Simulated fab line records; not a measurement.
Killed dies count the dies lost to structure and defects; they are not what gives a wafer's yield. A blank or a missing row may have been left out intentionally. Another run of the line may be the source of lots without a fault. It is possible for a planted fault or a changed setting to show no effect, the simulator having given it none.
The tool behind it: which one? -- flow nandHarc -- 11 lots, 33 wafers sampled, at 3 steps of a route of 1302

## WHAT THE GAUGES READ, wafer by wafer
NHARC_P_ZERO_WELL_CD_MEAS_37 targets a cd of 720 nm.
lot,measured,on,cdNm (nm)
L547,day 2 00:14,cdSem-01,719.6 718.5 720.2
L549,day 2 20:29,cdSem-03,721.0 718.9 718.9
L556,day 5 18:25,cdSem-03,731.7 733.9 730.3
L560,day 7 10:14,cdSem-03,718.8 716.9 718.9
L563,day 8 16:13,cdSem-02,721.3 718.8 719.9
L564,day 9 02:21,cdSem-02,719.1 718.8 717.2
L565,day 9 12:01,cdSem-01,717.6 718.0 717.7
L566,day 9 22:05,cdSem-03,720.9 720.3 718.8
L567,day 10 08:14,cdSem-03,720.2 719.8 721.5
L568,day 10 18:16,cdSem-03,719.2 720.1 720.4
L570,day 11 14:14,cdSem-02,719.6 720.2 720.3

## TOOL THAT RAN EACH LOT (tool first, then ch and the chambers of the sampled wafers, then the start)
lot,NHARC_P_ZERO_WELL_DESCUM_26,NHARC_P_ZERO_WELL_EXPOSE_34
L547,"rieDiel-06 ch 0,3, day 1 22:46","krfScanner-02 ch 0, day 2 00:05"
L549,"rieDiel-06 ch 1,2,3, day 2 19:01","krfScanner-01 ch 0, day 2 20:20"
L556,"rieDiel-07 ch 0,1,2, day 5 16:56","krfScanner-04 ch 0, day 5 18:16"
L560,"rieDiel-06 ch 0,2,3, day 7 08:46","krfScanner-02 ch 0, day 7 10:05"
L563,"rieDiel-06 ch 0,3, day 8 14:44","krfScanner-01 ch 0, day 8 16:04"
L564,"rieDiel-07 ch 0,2,3, day 9 01:01","krfScanner-01 ch 0, day 9 02:11"
L565,"rieDiel-06 ch 0,2,3, day 9 10:38","krfScanner-01 ch 0, day 9 11:52"
L566,"rieDiel-06 ch 0,1, day 9 20:37","krfScanner-04 ch 0, day 9 21:56"
L567,"rieDiel-07 ch 0,1, day 10 06:47","krfScanner-02 ch 0, day 10 08:05"
L568,"rieDiel-06 ch 0,2, day 10 16:55","krfScanner-02 ch 0, day 10 18:07"
L570,"rieDiel-07 ch 0,3, day 11 12:46","krfScanner-04 ch 0, day 11 14:05"
- NHARC_P_ZERO_WELL_DESCUM_26: chemistry O2, time 3 s.
- NHARC_P_ZERO_WELL_EXPOSE_34: exposes mask P PWELL, target cd 720 nm.

## THE ANSWER, worked out from the rows above alone
Rule: usual is defined by the lots themselves. Put in order of their means at a reading, lots are off if they are a third of the lots or fewer, leave a main group of 4 or more, and stand apart from it by a gap of 3 or more times the standard deviation of the main group's means; of several such gaps the widest counts. A main group whose means are all the same, to the digits that the tables above print for the reading, isn't used. Also off: a lot with no number at a reading for which 4 or more lots have one. The other lots that the step has rows for count as sound.
Off: L556, at NHARC_P_ZERO_WELL_CD_MEAS_37 (cdNm). Mean 719.4 nm and standard deviation 0.88 in the main group.
A tool fits if, at a process step before that reading, it ran every lot that is off, and no sound lot after the first of them. Those tools and the gauges at NHARC_P_ZERO_WELL_CD_MEAS_37 are tried in the same way. No candidate that was tried fits.

## WHAT HAD BEEN PUT IN BY THE SIMULATOR
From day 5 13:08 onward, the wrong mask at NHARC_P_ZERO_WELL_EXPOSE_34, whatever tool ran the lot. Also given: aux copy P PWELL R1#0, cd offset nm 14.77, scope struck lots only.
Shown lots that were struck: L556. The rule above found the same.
